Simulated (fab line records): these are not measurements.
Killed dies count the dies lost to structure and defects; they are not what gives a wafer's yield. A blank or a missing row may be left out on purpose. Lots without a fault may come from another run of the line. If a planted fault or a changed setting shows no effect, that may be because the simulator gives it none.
Which of the tools did it?	flow n5 finfet	24 lots with 72 wafers sampled at 5 steps, on a route of 1938 steps

== WHAT THE GAUGES SHOWED, per wafer ==
N5_BEOL_M6_OVL_MEAS_29.
lot	measured	on	V5_OVL (nm)
L074	day 8 08:10	overlay-01	0.6 1.4 1.0
L075	day 8 17:24	overlay-02	-0.3 -0.3 -0.1
L077	day 9 06:19	overlay-02	0.1 -0.4 0.3
L076	day 9 10:16	overlay-02	0.9 0.3 -0.1
L079	day 9 14:20	overlay-01	-0.4 0.7 0.2
L078	day 9 22:50	overlay-01	1.0 -0.1 0.3
L080	day 10 12:17	overlay-01	-0.8 0.8 -0.1
L083	day 10 15:49	overlay-01	0.4 0.5 -0.7
L081	day 10 16:00	overlay-01	0.3 -0.2 0.7
L082	day 10 19:49	overlay-01	0.1 -0.7 -0.7
L084	day 11 07:09	overlay-02	0.8 0.0 0.7
L085	day 11 14:29	overlay-02	-0.8 -0.7 0.0
L086	day 11 23:17	overlay-02	-0.3 -0.2 -0.6
L087	day 12 10:12	overlay-01	0.0 -0.4 0.3
L089	day 12 12:33	overlay-02	0.7 1.1 0.7
L088	day 12 17:31	overlay-02	0.3 -0.5 -0.4
L090	day 13 06:08	overlay-01	-0.6 0.6 -0.7
L091	day 13 17:22	overlay-01	-1.0 -0.4 -0.4
L093	day 13 22:56	overlay-01	-0.7 0.6 0.4
L094	day 13 23:04	overlay-02	0.6 0.4 -0.2
L095	day 14 05:25	overlay-01	-1.3 -1.2 0.0
L092	day 14 13:28	overlay-02	-0.5 0.5 -1.7
L096	day 14 19:24	overlay-02	-0.1 1.3 0.7
L097	day 15 11:35	overlay-01	-0.6 -1.0 0.7

N5_BEOL_M6_INSPECT_58: inspects for defects (darkfield).
lot	measured	on	raw defect count
L074	day 8 11:44	defect inspect-01	106 81 104
L075	day 8 20:14	defect inspect-01	63 52 44
L077	day 9 09:23	defect inspect-01	106 56 30
L076	day 9 13:45	defect inspect-02	52 77 41
L079	day 9 17:38	defect inspect-01	87 74 70
L078	day 10 02:22	defect inspect-01	55 53 57
L080	day 10 15:46	defect inspect-02	63 81 54
L083	day 10 19:17	defect inspect-02	101 81 69
L081	day 10 19:44	defect inspect-02	37 38 41
L082	day 10 23:23	defect inspect-02	62 92 70
L084	day 11 11:17	defect inspect-01	65 85 50
L085	day 11 18:32	defect inspect-01	40 62 78
L086	day 12 02:43	defect inspect-02	84 65 96
L087	day 12 14:40	defect inspect-01	57 43 75
L089	day 12 15:40	defect inspect-02	63 69 44
L088	day 12 21:14	defect inspect-01	87 60 98
L090	day 13 08:59	defect inspect-02	48 44 49
L091	day 13 20:10	defect inspect-01	57 76 73
L093	day 14 02:12	defect inspect-01	55 48 54
L094	day 14 03:56	defect inspect-01	70 90 72
L095	day 14 10:04	defect inspect-01	104 69 89
L092	day 14 18:04	defect inspect-02	66 68 74
L096	day 14 22:16	defect inspect-01	78 78 52
L097	day 15 16:16	defect inspect-02	54 51 43

N5_BEOL_M7_INSPECT_13: inspects for defects (brightfield).
lot	measured	on	raw defect count
L074	day 8 13:29	defect inspect-01	432 326 409
L075	day 8 22:19	defect inspect-01	414 401 317
L077	day 9 12:16	defect inspect-02	390 439 395
L076	day 9 15:58	defect inspect-01	479 343 487
L079	day 9 20:11	defect inspect-01	587 526 348
L078	day 10 04:56	defect inspect-01	384 327 329
L080	day 10 17:22	defect inspect-01	355 356 291
L083	day 10 21:04	defect inspect-02	505 456 531
L081	day 10 21:22	defect inspect-01	406 393 317
L082	day 11 01:32	defect inspect-02	335 428 341
L084	day 11 15:18	defect inspect-01	314 298 268
L085	day 11 20:27	defect inspect-02	431 340 324
L086	day 12 06:26	defect inspect-02	447 417 483
L087	day 12 17:22	defect inspect-02	289 304 308
L089	day 12 17:36	defect inspect-01	453 439 483
L088	day 13 00:32	defect inspect-01	344 426 467
L090	day 13 12:41	defect inspect-02	358 314 384
L091	day 13 21:19	defect inspect-01	313 383 383
L093	day 14 04:25	defect inspect-01	498 470 505
L094	day 14 06:02	defect inspect-02	467 344 327
L095	day 14 11:53	defect inspect-01	563 524 509
L092	day 14 20:40	defect inspect-01	482 410 645
L096	day 15 00:02	defect inspect-01	419 329 301
L097	day 15 19:23	defect inspect-01	418 359 323

N5_BEOL_M7_CD_MEAS_28: the cd target is 40 nm.
lot	measured	on	cd nm (nm)
L074	day 8 17:38	cd sem-02	39.68 40.07 40.11
L075	day 9 00:19	cd sem-02	39.61 40.04 40.19
L077	day 9 14:21	cd sem-03	40.02 39.74 40.37
L076	day 9 16:55	cd sem-03	40.29 40.03 40.28
L079	day 9 22:47	cd sem-01	40.20 40.01 39.86
L078	day 10 08:10	cd sem-01	40.23 39.81 39.46
L080	day 10 19:28	cd sem-01	39.93 39.75 39.95
L083	day 10 22:14	cd sem-03	39.88 40.28 40.10
L081	day 10 22:29	cd sem-01	40.01 40.22 39.95
L082	day 11 04:44	cd sem-03	40.15 40.12 40.18
L084	day 11 18:47	cd sem-02	40.03 40.16 39.80
L085	day 11 23:11	cd sem-02	40.17 39.93 40.26
L086	day 12 09:48	cd sem-03	40.24 40.12 40.24
L087	day 12 18:26	cd sem-01	39.83 39.95 40.10
L089	day 12 18:50	cd sem-03	40.10 40.05 39.68
L088	day 13 03:03	cd sem-01	40.24 40.03 40.12
L090	day 13 18:02	cd sem-03	40.51 40.07 40.08
L091	day 13 22:44	cd sem-02	40.20 40.29 40.07
L093	day 14 05:52	cd sem-01	40.28 39.96 40.57
L094	day 14 08:05	cd sem-02	40.18 40.08 39.87
L095	day 14 13:29	cd sem-01	40.23 39.90 39.61
L092	day 14 22:43	cd sem-01	40.20 40.22 39.75
L096	day 15 06:10	cd sem-01	40.05 39.83 39.89
L097	day 15 22:13	cd sem-02	40.12 39.99 39.78

== EACH LOT AND THE TOOL THAT RAN IT (in order: tool; ch and the chambers of the sampled wafers; start) ==
lot	N5_BEOL_M6_SURFACE_TREAT_79
L074	pvd sputter-02, day 8 10:00
L075	pvd sputter-01, day 8 19:01
L077	pvd sputter-02, day 9 08:02
L076	pvd sputter-01, day 9 12:28
L079	pvd sputter-01, day 9 16:22
L078	pvd sputter-01, day 10 00:55
L080	pvd sputter-03, day 10 14:20
L083	pvd sputter-03, day 10 17:44
L081	pvd sputter-02, day 10 17:51
L082	pvd sputter-01, day 10 21:23
L084	pvd sputter-02, day 11 10:01
L085	pvd sputter-01, day 11 16:23
L086	pvd sputter-03, day 12 01:13
L087	pvd sputter-02, day 12 13:19
L089	pvd sputter-02, day 12 14:28
L088	pvd sputter-02, day 12 19:39
L090	pvd sputter-02, day 13 07:47
L091	pvd sputter-03, day 13 18:46
L093	pvd sputter-03, day 14 00:56
L094	pvd sputter-03, day 14 01:05
L095	pvd sputter-03, day 14 08:46
L092	pvd sputter-03, day 14 16:48
L096	pvd sputter-02, day 14 21:00
L097	pvd sputter-03, day 15 13:43
- N5_BEOL_M6_SURFACE_TREAT_79

== AS READ BY THE TOOLS THEMSELVES (means over the sampled wafers that have a number; for cases with no such wafer, the mark the record gives instead) ==
The record holds no such reading with a usual standard deviation.

== THE ANSWER, worked out from the rows above alone ==
Rule: what is usual is taken from the lots themselves. The widest of any qualifying gaps counts: lots, ordered by their means at a reading, are off when they make up no more than a third of the lots, leave a main group of 4 or more, and stand apart from it by 3 or more times the standard deviation of that group's means. A main group whose means are all the same, to the digits that the tables above print for the reading, isn't used. Also off: a lot with no number at a reading for which 4 or more lots have one. All remaining lots with rows at the step are treated as sound. Order of review: gauges by route order, followed by the tools' own readings, for which a lot's mean as printed above is used. The first step at which some lot is off is used, and at that step the reading that is off furthest; a lot without a number counts as furthest.
No lot is off at any reading shown: from this, nothing can be told.

== WHAT THE SIMULATOR HAD INSERTED ==
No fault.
